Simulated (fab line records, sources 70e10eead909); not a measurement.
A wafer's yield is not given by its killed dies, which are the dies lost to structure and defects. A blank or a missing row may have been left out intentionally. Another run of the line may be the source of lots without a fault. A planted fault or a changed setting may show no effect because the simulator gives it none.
A lot that was struck, set against a sound lot :: flow nand-harc :: 12 steps out of a route of 1302
Sound: the wafers L687.3, L687.5, L687.6. Wafers struck: L698.2, L698.5, L698.6. The cause comes at the end.
Each step with rows lists, per side, the tool, then ch with its chambers, then its first start. Under that, the readings that differ: sound wafers :: struck wafers :: difference of the means :: sigmas: that difference in standard deviations of wafers without a fault.
alike: words and numbers the same on both sides, and readings whose means are apart by under 2 such deviations; not compared: readings that were withheld, readings missing a value for some wafer, numbers with overlapping values and no deviation given by the record, and bounds like >300 which may hide the same value.
A row with sigmas, a row that says differs or no value, or rows on one side alone: a step with any of these is where the two part. Non-overlapping numbers with no deviation appear without sigmas and do not part them. A reading missing from all wafers of one side parts the sides only when that side holds two or more wafers.

NHARC_A_STAIRCASE_DEP_322: deposits SiO2, target thk 7200 nm.
  sound on pecvd-03 ch 0,1,2, day 17 08:58; struck on pecvd-02 ch 0,2, day 22 05:36
  alike: heater-power-w, rf-fwd-power-W
then, 1 step without rows for these wafers: NHARC_A_STAIRCASE_ANNEAL_323 (time 1800 s).
NHARC_A_STAIRCASE_DEP_325: deposits SiO2, target thk 7200 nm.
  sound on pecvd-02 ch 0,2, day 17 16:00; struck on pecvd-02 ch 0,1,2, day 22 13:43
  alike: heater-power-w, rf-fwd-power-W
then, 6 steps without rows for these wafers: NHARC_A_STAIRCASE_ANNEAL_326 (time 1800 s); NHARC_A_STAIRCASE_DEHYDRATE_433 (time 120 s); NHARC_A_STAIRCASE_HMDS_434 (time 30 s); NHARC_A_STAIRCASE_COAT_435; NHARC_A_STAIRCASE_SOFTBAKE_436 (time 170 s); NHARC_A_STAIRCASE_EBR_437.
NHARC_A_STAIRCASE_EXPOSE_438: exposes mask STAIR REV.
  sound on krf-scanner-04 ch 0, day 17 20:50; struck on krf-scanner-03 ch 0, day 22 22:35
reading: exposure-dose-mJ-cm2
sound: 29.004 29.014 29.041
struck: 43.921 43.933 43.911
difference: +14.902
sigmas: +99 or more
  alike: mask
then, 2 steps without rows for these wafers: NHARC_A_STAIRCASE_PEB_439 (peb time 130 s); NHARC_END_SORT_01.

## WHERE THEY PART
Within this record, at NHARC_A_STAIRCASE_EXPOSE_438 only.

WHY: what had been put in by the simulator
Process parameter drift: krf-scanner-03, from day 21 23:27 on, at NHARC_A_STAIRCASE_EXPOSE_438. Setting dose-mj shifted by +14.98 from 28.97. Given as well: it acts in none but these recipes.
